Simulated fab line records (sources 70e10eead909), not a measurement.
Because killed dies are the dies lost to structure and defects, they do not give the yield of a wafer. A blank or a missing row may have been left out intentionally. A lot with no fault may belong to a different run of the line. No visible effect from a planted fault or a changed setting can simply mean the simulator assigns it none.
fab line records | flow nand_harc
[record] lots = 7 | wafers = 21 | last_day = 24
route steps=1159 shown P_ZERO_WELL@14
lots that met no fault: from a run of the same line without faults
start_h: the number of hours between the record's first day and the start of the first shown wafer of the lot | wait_h: hours elapsed since this lot's preceding step | " unchanged from the row above | L1.1+2: several wafers, shown together as one row | - either no value or no given start | * or withheld: withheld | < > ~ a bound
route shown NAME@n: names a module that has steps shown in the file, with the first one's number in the route | usual: mean/standard deviation of fault-free wafers | same: alike in all rows | chamber/n: place in a boat | sites: per-site readings | _std_site: standard deviation across them | _edge_site: outer sites' mean less inner sites' | radius_mm: how far each site lies from the wafer's centre | mask NAME#n: copy n | behind: the most recent tool/chamber to have shaped the wafer | hold: cause of the lot's hold/its duration in hours/its outcome | device: which transistor (n, p or np) failed to switch | end of line: the same wafers' tests at the end of the route | a step with no rows: only its recipe | killed: not the wafer's yield, but the dies lost to structure and defects at the first sort | map: dies across one wafer; x = killed, . = not, _ = none there
set.NAME: the setting as run; set.NAME@STEP: as run at that earlier step | model.NAME: the simulator's own value behind a step, which no gauge read
lots seen at some steps along the route; tables by step, rows by wafer
services: a tool's chamber out of use, with start hour (start_h, from the record's first day; less than 0 if before it), hours out, and reason
[[steps]]
[step NHARC_P_ZERO_WELL_CD_MEAS_11]
[recipe] target_cd_nm = 500 | landing_energy_ev = 500
[usual] cd_nm = 500.0/1.6
lot.wafer | tool      | chamber | start_h | wait_h | cd_nm
L153.4    | cd_sem-02 | 0       | 19.25   | -      | 498.4
L153.5    | "         | 0       | "       | "      | 501.5
L153.6    | "         | 0       | "       | "      | 500.4
L159.2    | cd_sem-01 | 0       | 55.25   | -      | 498.9
L159.5    | "         | 0       | "       | "      | 498.9
L159.6    | "         | 0       | "       | "      | 496.9
L165.1    | cd_sem-01 | 0       | 91.24   | -      | 501.2
L165.2    | "         | 0       | "       | "      | 500.1
L165.6    | "         | 0       | "       | "      | 499.7
L166.1    | cd_sem-02 | 0       | 97.11   | -      | 498.9
L166.3    | "         | 0       | "       | "      | 500.6
L166.5    | "         | 0       | "       | "      | 500.2
L167.3    | cd_sem-01 | 0       | 103.25  | -      | 500.4
L167.5    | "         | 0       | "       | "      | 498.8
L167.6    | "         | 0       | "       | "      | 500.9
L171.4    | cd_sem-01 | 0       | 127.25  | -      | 499.6
L171.5    | "         | 0       | "       | "      | 500.4
L171.6    | "         | 0       | "       | "      | 498.8
L174.1    | cd_sem-02 | 0       | 145.23  | -      | 501.8
L174.3    | "         | 0       | "       | "      | 499.8
L174.4    | "         | 0       | "       | "      | 501.5
[step NHARC_P_ZERO_WELL_HARDBAKE_12]
[recipe] temp_c = 118 | time_s = 65
[step NHARC_P_ZERO_WELL_DESCUM_13]
[recipe] time_s = 3 | o2_flow_sccm = 200 | ar_flow_sccm = 0 | bias_power_w = 0 | chemistry = O2
[usual] drypump_motor_current_A = 5.8/0.34 | oes_product_au = 0.999/0.0077 | rf_vpp_V = 58.1/0.94 | showerhead_plenum_p_Torr = 1.95/0.084 | throttle_valve_pct = 11.311/0.0091
[same] bias_power_w = 0
lot.wafer | tool        | chamber | start_h | wait_h | drypump_motor_current_A | oes_product_au | rf_hours_counter_h | rf_vpp_V | showerhead_plenum_p_Torr | throttle_valve_pct
L153.4    | rie_diel-07 | 1       | 19.42   | -      | 5.9                     | 1.005          | 9.1                | 56.5     | 1.85                     | 11.313
L153.5    | "           | 2       | "       | "      | 5.5                     | 1.008          | -                  | 58.0     | 1.93                     | 11.307
L153.6    | "           | 3       | "       | "      | 6.2                     | 1.002          | -                  | 58.6     | 2.01                     | 11.310
L159.2    | rie_diel-11 | 2       | 55.43   | -      | 6.4                     | 0.987          | 2.7                | 58.3     | 1.79                     | 11.315
L159.5    | "           | 3       | "       | "      | 5.7                     | 0.992          | -                  | 58.0     | 1.98                     | 11.328
L159.6    | "           | 0       | "       | "      | 6.2                     | 0.988          | -                  | 57.7     | 1.80                     | 11.301
L165.2    | rie_diel-11 | 2       | 91.40   | -      | 6.4                     | 0.998          | 3.9                | 57.2     | 1.79                     | 11.298
L165.1    | "           | 1       | "       | "      | 5.6                     | 0.988          | 3.7                | 57.4     | 1.96                     | 11.341
L165.6    | "           | 3       | "       | "      | 5.7                     | 1.009          | -                  | 57.2     | 1.98                     | 11.305
L166.1    | rie_diel-11 | 1       | 97.28   | -      | 5.6                     | 0.998          | 4.3                | 57.5     | 1.96                     | 11.318
L166.3    | "           | 3       | "       | "      | 5.7                     | 1.007          | 4.1                | 59.7     | 1.98                     | 11.310
L166.5    | "           | 1       | "       | "      | 5.6                     | 0.999          | -                  | 58.2     | 1.96                     | 11.314
L167.3    | rie_diel-07 | 1       | 103.41  | -      | 6.0                     | 1.001          | 2.4                | 58.0     | 1.84                     | 11.312
L167.5    | "           | 0       | "       | "      | 5.8                     | 1.009          | -                  | 59.5     | 2.01                     | 11.295
L167.6    | "           | 1       | "       | "      | 6.0                     | 0.996          | -                  | 58.0     | 1.84                     | 11.324
L171.4    | rie_diel-12 | 2       | 127.45  | -      | 5.8                     | 1.013          | -                  | 59.4     | 2.02                     | 11.315
L171.5    | "           | 0       | "       | "      | 5.7                     | 1.003          | -                  | 59.0     | 2.06                     | 11.301
L171.6    | "           | 2       | "       | "      | 5.8                     | 0.998          | -                  | 58.0     | 2.02                     | 11.307
L174.4    | rie_diel-07 | 3       | 145.40  | -      | 6.2                     | 1.001          | 5.6                | 59.7     | 2.01                     | 11.319
L174.3    | "           | 0       | "       | "      | 5.7                     | 0.995          | 5.2                | 58.3     | 2.01                     | 11.309
L174.1    | "           | 1       | "       | "      | 6.0                     | 1.002          | 5.0                | 57.7     | 1.84                     | 11.310
[step NHARC_P_ZERO_WELL_ETCH_65]
[recipe] target_depth_a = 800 | overetch_a = 240 | time_s = 87.88 | ion_energy_ev = 200 | n2_flow_sccm = 150 | h2_flow_sccm = 150 | ar_flow_sccm = 0 | rf_w = 400 | bias_w = 150 | chemistry = N2/H2
[usual] drypump_motor_current_A = 5.8/0.34 | oes_product_au = 0.999/0.0081 | rf_vpp_V = 431.8/2.7 | showerhead_plenum_p_Torr = 2.09/0.091 | throttle_valve_pct = 14.171/0.0085
lot.wafer | tool        | chamber | start_h | wait_h | drypump_motor_current_A | oes_product_au | rf_hours_counter_h | rf_vpp_V | showerhead_plenum_p_Torr | throttle_valve_pct
L153.4    | rie_diel-07 | 1       | 19.49   | 0.1    | 6.0                     | 0.997          | 9.1                | 427.1    | 1.97                     | 14.187
L153.6    | "           | 0       | "       | "      | 5.8                     | 1.007          | -                  | 433.6    | 2.15                     | 14.154
L153.5    | "           | 1       | "       | "      | 5.9                     | 1.012          | -                  | 429.0    | 1.97                     | 14.181
L159.2    | rie_diel-11 | 0       | 55.49   | 0.1    | 6.1                     | 0.988          | 2.5                | 427.6    | 1.92                     | 14.148
L159.5    | "           | 3       | "       | "      | 5.7                     | 0.997          | -                  | 434.5    | 2.11                     | 14.177
L159.6    | "           | 0       | "       | "      | 6.1                     | 0.991          | -                  | 427.1    | 1.92                     | 14.172
L165.2    | rie_diel-11 | 1       | 91.50   | 0.1    | 5.7                     | 0.992          | 3.7                | 432.3    | 2.09                     | 14.167
L165.1    | "           | 3       | "       | "      | 5.7                     | 0.998          | 3.5                | 433.5    | 2.11                     | 14.169
L165.6    | "           | 1       | "       | "      | 5.6                     | 1.002          | -                  | 432.1    | 2.09                     | 14.185
L166.3    | rie_diel-11 | 0       | 97.35   | 0.1    | 6.1                     | 0.996          | 3.4                | 426.2    | 1.92                     | 14.168
L166.1    | "           | 1       | "       | "      | 5.6                     | 1.002          | 4.3                | 432.6    | 2.09                     | 14.168
L166.5    | "           | 0       | "       | "      | 6.2                     | 0.990          | -                  | 426.7    | 1.92                     | 14.181
L167.3    | rie_diel-07 | 0       | 103.50  | 0.1    | 5.8                     | 1.010          | 2.3                | 434.5    | 2.14                     | 14.166
L167.5    | "           | 3       | "       | "      | 6.2                     | 1.004          | -                  | 433.7    | 2.14                     | 14.170
L167.6    | "           | 0       | "       | "      | 5.8                     | 0.992          | -                  | 433.2    | 2.14                     | 14.169
L171.4    | rie_diel-12 | 0       | 127.57  | 0.1    | 5.7                     | 1.019          | -                  | 436.2    | 2.20                     | 14.176
L171.6    | "           | 0       | "       | "      | 5.7                     | 1.008          | -                  | 434.2    | 2.20                     | 14.175
L171.5    | "           | 2       | "       | "      | 5.8                     | 1.002          | -                  | 432.9    | 2.16                     | 14.175
L174.1    | rie_diel-07 | 1       | 145.48  | 0.1    | 5.9                     | 0.996          | 5.0                | 427.4    | 1.96                     | 14.158
L174.4    | "           | 2       | "       | "      | 5.5                     | 1.008          | 5.4                | 431.5    | 2.06                     | 14.184
L174.3    | "           | 3       | "       | "      | 6.2                     | 0.996          | 5.6                | 433.2    | 2.14                     | 14.163
[step NHARC_P_ZERO_WELL_ETCH_62]
[recipe] target_depth_a = 130 | time_s = 6.5 | chf3_flow_sccm = 50 | ar_flow_sccm = 200 | rf_w = 500 | bias_w = 200 | chemistry = CHF3/Ar
[usual] drypump_motor_current_A = 5.8/0.34 | oes_product_au = 0.961/0.016 | rf_vpp_V = 371.5/2.2 | showerhead_plenum_p_Torr = 2.39/0.098 | throttle_valve_pct = 20.217/0.0084
lot.wafer | tool        | chamber | start_h | wait_h | drypump_motor_current_A | oes_product_au | rf_hours_counter_h | rf_vpp_V | showerhead_plenum_p_Torr | throttle_valve_pct
L153.4    | rie_diel-07 | 3       | -       | -      | 6.2                     | 0.962          | 9.7                | 374.0    | 2.46                     | 20.226
L153.5    | "           | 0       | "       | "      | 5.7                     | 0.983          | -                  | 373.0    | 2.46                     | 20.225
L153.6    | "           | 1       | "       | "      | 5.9                     | 0.980          | -                  | 369.6    | 2.26                     | 20.214
L159.2    | rie_diel-11 | 3       | -       | -      | 5.7                     | 0.960          | 2.8                | 371.4    | 2.42                     | 20.215
L159.6    | "           | 0       | "       | "      | 6.1                     | 0.946          | -                  | 366.7    | 2.21                     | 20.216
L159.5    | "           | 1       | "       | "      | 5.6                     | 0.961          | -                  | 371.6    | 2.40                     | 20.222
L165.2    | rie_diel-11 | 3       | -       | -      | 5.7                     | 0.965          | 3.6                | 372.8    | 2.42                     | 20.221
L165.1    | "           | 1       | "       | "      | 5.6                     | 0.956          | 3.8                | 372.0    | 2.40                     | 20.215
L165.6    | "           | 3       | "       | "      | 5.7                     | 0.969          | -                  | 372.3    | 2.42                     | 20.210
L166.1    | rie_diel-11 | 0       | -       | -      | 6.2                     | 0.937          | 3.5                | 367.2    | 2.21                     | 20.216
L166.3    | "           | 1       | "       | "      | 5.6                     | 0.936          | 4.4                | 371.9    | 2.40                     | 20.198
L166.5    | "           | 3       | "       | "      | 5.7                     | 0.934          | -                  | 370.7    | 2.42                     | 20.215
L167.3    | rie_diel-07 | 2       | -       | -      | 5.5                     | 0.977          | 2.7                | 370.5    | 2.37                     | 20.218
L167.6    | "           | 1       | "       | "      | 6.0                     | 0.960          | -                  | 368.5    | 2.26                     | 20.210
L167.5    | "           | 2       | "       | "      | 5.5                     | 0.973          | -                  | 371.2    | 2.37                     | 20.220
L171.4    | rie_diel-12 | 2       | -       | -      | 5.7                     | 0.949          | -                  | 373.0    | 2.47                     | 20.213
L171.6    | "           | 0       | "       | "      | 5.7                     | 0.955          | -                  | 374.1    | 2.52                     | 20.211
L171.5    | "           | 2       | "       | "      | 5.7                     | 0.964          | -                  | 372.8    | 2.47                     | 20.228
L174.3    | rie_diel-07 | 3       | -       | -      | 6.2                     | 0.963          | 5.6                | 373.2    | 2.46                     | 20.216
L174.4    | "           | 1       | "       | "      | 6.0                     | 0.981          | 5.1                | 368.5    | 2.26                     | 20.228
L174.1    | "           | 2       | "       | "      | 5.5                     | 0.968          | 5.4                | 370.0    | 2.36                     | 20.210
[step NHARC_P_ZERO_WELL_ETCH_63]
[recipe] target_depth_a = 1200 | time_s = 40.1 | hbr_flow_sccm = 150 | cl2_flow_sccm = 50 | rf_w = 400 | icp_w = 400 | bias_w = 100 | chemistry = HBr/Cl2
[usual] drypump_motor_current_A = 5.8/0.53 | oes_product_au = 1.003/0.0069 | throttle_valve_pct = 26.406/0.0084
lot.wafer | tool      | chamber | start_h | wait_h | drypump_motor_current_A | oes_product_au | rf_hours_counter_h | throttle_valve_pct
L153.4    | rie_si-04 | 0       | 19.68   | -      | 6.0                     | 0.995          | 0.6                | 26.407
L153.5    | "         | 2       | "       | "      | 6.4                     | 1.015          | -                  | 26.399
L153.6    | "         | 3       | "       | "      | 6.4                     | 0.999          | -                  | 26.406
L159.2    | rie_si-02 | 3       | 55.70   | -      | 5.6                     | 1.001          | 0.1                | 26.412
L159.6    | "         | 0       | "       | "      | 5.8                     | 0.992          | -                  | 26.426
L159.5    | "         | 1       | "       | "      | 6.1                     | 1.004          | -                  | 26.395
L165.1    | rie_si-05 | 2       | 91.71   | -      | 5.5                     | 1.013          | 0.1                | 26.391
L165.2    | "         | 3       | "       | "      | 6.0                     | 0.999          | 0.2                | 26.421
L165.6    | "         | 1       | "       | "      | 4.6                     | 1.015          | -                  | 26.387
L166.3    | rie_si-04 | 0       | 97.54   | -      | 6.0                     | 0.994          | 1.4                | 26.406
L166.1    | "         | 2       | "       | "      | 6.4                     | 1.010          | 1.5                | 26.404
L166.5    | "         | 0       | "       | "      | 6.0                     | 0.996          | -                  | 26.409
L167.3    | rie_si-02 | 1       | 103.70  | -      | 6.1                     | 1.007          | 0.5                | 26.404
L167.6    | "         | 2       | "       | "      | 5.7                     | 1.003          | -                  | 26.408
L167.5    | "         | 3       | "       | "      | 5.6                     | 1.008          | -                  | 26.399
L171.4    | rie_si-04 | 1       | 127.81  | -      | 6.0                     | 1.015          | 0.2                | 26.415
L171.5    | "         | 2       | "       | "      | 6.3                     | 1.005          | -                  | 26.421
L171.6    | "         | 3       | "       | "      | 6.4                     | 0.988          | -                  | 26.408
L174.1    | rie_si-05 | 0       | 145.65  | -      | 6.2                     | 1.013          | 0.8                | 26.417
L174.4    | "         | 1       | "       | "      | 4.6                     | 1.003          | 0.8                | 26.401
L174.3    | "         | 3       | "       | "      | 6.0                     | 0.998          | 0.6                | 26.397
[step NHARC_P_ZERO_WELL_STRIP_15]
[recipe] time_s = 900 | temp_c = 130 | chemistry = SPM
[step NHARC_P_ZERO_WELL_DEHYDRATE_16]
[recipe] temp_c = 150 | time_s = 120
[step NHARC_P_ZERO_WELL_HMDS_17]
[recipe] time_s = 30
[step NHARC_P_ZERO_WELL_COAT_18]
[recipe] spin_rpm = withheld
[step NHARC_P_ZERO_WELL_SOFTBAKE_19]
[recipe] temp_c = 122 | time_s = 95
[step NHARC_P_ZERO_WELL_EBR_20]
[step NHARC_P_ZERO_WELL_EXPOSE_21]
[recipe] na = 0.6 | target_cd_nm = 720 | dose_mj = 22.31 | mask_id = P_NWELL
[usual] exposure_dose_mJ_cm2 = 22.309/0.025 | focus_offset_nm = -0.1/0.54
lot.wafer | tool           | chamber | start_h | wait_h | mask      | exposure_dose_mJ_cm2 | focus_offset_nm
L153.4    | krf_scanner-02 | 0       | 20.31   | -      | P_NWELL#0 | 22.325               | 0.7
L153.5    | "              | 0       | "       | "      | P_NWELL#0 | 22.319               | 0.2
L153.6    | "              | 0       | "       | "      | P_NWELL#0 | 22.318               | 0.9
L159.2    | krf_scanner-04 | 0       | 56.44   | -      | P_NWELL#0 | 22.322               | -0.3
L159.5    | "              | 0       | "       | "      | P_NWELL#0 | 22.319               | 0.4
L159.6    | "              | 0       | "       | "      | P_NWELL#0 | 22.301               | 0.2
L165.1    | krf_scanner-04 | -       | 92.34   | -      | P_NWELL#0 | -                    | -
L165.2    | "              | -       | "       | "      | P_NWELL#0 | -                    | -
L165.6    | "              | -       | "       | "      | P_NWELL#0 | -                    | -
L166.1    | krf_scanner-04 | -       | 98.17   | -      | P_NWELL#0 | -                    | -
L166.3    | "              | -       | "       | "      | P_NWELL#0 | -                    | -
L166.5    | "              | -       | "       | "      | P_NWELL#0 | -                    | -
L167.3    | krf_scanner-02 | -       | 104.45  | -      | P_NWELL#0 | -                    | -
L167.5    | "              | -       | "       | "      | P_NWELL#0 | -                    | -
L167.6    | "              | -       | "       | "      | P_NWELL#0 | -                    | -
L171.4    | krf_scanner-02 | 0       | 128.56  | -      | P_NWELL#0 | 22.339               | 0.1
L171.5    | "              | 0       | "       | "      | P_NWELL#0 | 22.315               | -0.9
L171.6    | "              | 0       | "       | "      | P_NWELL#0 | 22.313               | -0.2
L174.1    | krf_scanner-02 | 0       | 146.42  | -      | P_NWELL#0 | 22.314               | -0.2
L174.3    | "              | 0       | "       | "      | P_NWELL#0 | 22.323               | 0.1
L174.4    | "              | 0       | "       | "      | P_NWELL#0 | 22.286               | 0.2
[step NHARC_P_ZERO_WELL_PEB_22]
[recipe] peb_temp_c = 118 | peb_time_s = 85
[[services]]
tool           | chamber | start_h | hours | kind
rie_si-04      | 0       | 1.08    | 5.8   | repair
rie_diel-07    | 0       | 5.73    | -     | clean
rie_diel-07    | 1       | 5.73    | -     | clean
rie_diel-07    | 2       | 5.73    | -     | clean
rie_diel-11    | -       | 12.50   | 9.0   | pm
rie_si-05      | 2       | 12.56   | 4.2   | repair
rie_si-02      | -       | 18.52   | 0.7   | repair
rie_diel-12    | -       | 25.40   | 9.0   | pm
rie_si-04      | 2       | 27.46   | 0.9   | repair
rie_si-04      | -       | 30.15   | 0.1   | repair
rie_si-02      | -       | 34.00   | 9.0   | pm
krf_scanner-02 | -       | 38.00   | 4.0   | pm
rie_diel-07    | -       | 51.26   | 9.0   | pm
krf_scanner-04 | -       | 58.96   | 0.9   | repair
rie_si-05      | -       | 62.00   | 9.0   | pm
rie_diel-11    | 0       | 91.25   | 3.7   | repair
krf_scanner-02 | -       | 95.36   | 2.1   | repair
rie_diel-12    | 2       | 96.04   | 3.3   | repair
rie_si-04      | -       | 99.00   | 9.0   | pm
rie_diel-12    | 1       | 117.41  | 19.6  | repair
rie_diel-12    | 3       | 124.57  | 32.5  | repair
krf_scanner-04 | -       | 126.00  | 4.0   | pm
rie_diel-12    | -       | 132.07  | 0.2   | repair
rie_si-05      | 3       | 142.67  | 2.6   | repair
[[key]]
[first_sign] step = NHARC_P_ZERO_WELL_EXPOSE_21 | reading = tool_record | direction = missing
effect none on later readings
met_at NHARC_P_ZERO_WELL_EXPOSE_21
struck_wafers L165.1,L165.2,L165.6,L166.1,L166.3,L166.5,L167.3,L167.5,L167.6
later_rows_left_out L165.1,L165.2,L165.6,L166.1,L166.3,L166.5,L167.3,L167.5,L167.6
sort_left_out L165.1,L165.2,L165.6,L166.1,L166.3,L166.5,L167.3,L167.5,L167.6
tester_left_out L165,L166,L167
onset_between 56.44 92.34
[fault] kind = skipped_step_whole | tool = krf_scanner-02,krf_scanner-04 | chamber = - | onset_h = 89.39 | steps = NHARC_P_ZERO_WELL_EXPOSE_21 | scope = struck_lots_only
// tester_left_out: of these lots the tester's yield and bins aren't shown, on N5 and GAA mostly nor the transistor test; their killed dies are dies lost to structure and defects alone, not to doping, threshold or leakage, so they don't give the yield
// sort_left_out: the simulated sort isn't trusted on such a fault, so these wafers' sort isn't shown, and their yield isn't known
// later_rows_left_out: the simulator's readings of these wafers behind a module that went badly wrong aren't trusted and aren't shown, but for the sort
